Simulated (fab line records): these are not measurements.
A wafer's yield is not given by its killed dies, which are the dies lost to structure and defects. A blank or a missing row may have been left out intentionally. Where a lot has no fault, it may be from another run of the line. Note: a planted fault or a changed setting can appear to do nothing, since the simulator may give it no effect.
Matching of chambers -- flow n5Finfet -- N5_PASSIVATION_PECVD_00 on pecvd-04: 3 sister chambers
The step deposits SiO2 from SiH4/N2O, target thk 200 nm, time 11.2 s. 6 wafers are shown with their chamber, then 12 later ones without.

## EACH WAFER AND ITS CHAMBER
wafer,chamber,throttleValvePct (%),showerheadPlenumPTorr (Torr)
L085.6,0,50.4,8.18
L087.5,0,50.3,8.19
L087.6,2,50.6,8.18
L088.1,1,54.8,8.39
L088.3,2,51.0,8.17
L088.4,1,55.1,8.40

## WAFERS WHOSE CHAMBER IS MISSING
wafer,throttleValvePct (%),showerheadPlenumPTorr (Torr)
L091.2,55.1,8.39
L091.3,50.4,8.17
L091.6,50.6,8.18
L089.1,55.0,8.38
L089.4,50.3,8.19
L089.5,54.7,8.38
L093.3,54.9,8.38
L093.4,50.8,8.18
L093.6,50.1,8.19
L092.1,50.4,8.18
L092.2,54.9,8.37
L092.3,50.7,8.17

## WHICH CHAMBER EACH ONE RAN IN
wafer,from the rows above,in truth
L091.2,1,1
L091.3,can't be placed: 2 or 0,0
L091.6,can't be placed: 2 or 0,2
L089.1,1,1
L089.4,0,0
L089.5,1,1
L093.3,1,1
L093.4,can't be placed: 2 or 0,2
L093.6,0,0
L092.1,can't be placed: 0 or 2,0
L092.2,1,1
L092.3,can't be placed: 2 or 0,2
Placed correctly: 7 of 12. Can't be placed from these rows: 5 (the true chamber is among the candidates in 5). Number placed wrongly: 0.
How it was worked out, from the rows above alone: a wafer's distance from a chamber is the root of the sum, over the readings, of the square of ((its reading less the chamber's mean) divided by the reading's scatter). If the next closest chamber is less than 2 further off than the closest, the wafer can't be placed; otherwise it belongs to the closest. The mean given for a chamber averages the wafers shown for that chamber. How the scatter is found: for the shown wafers, subtract from each reading the mean of its chamber, square and add these, divide the total by (wafers less chambers), then take the root.
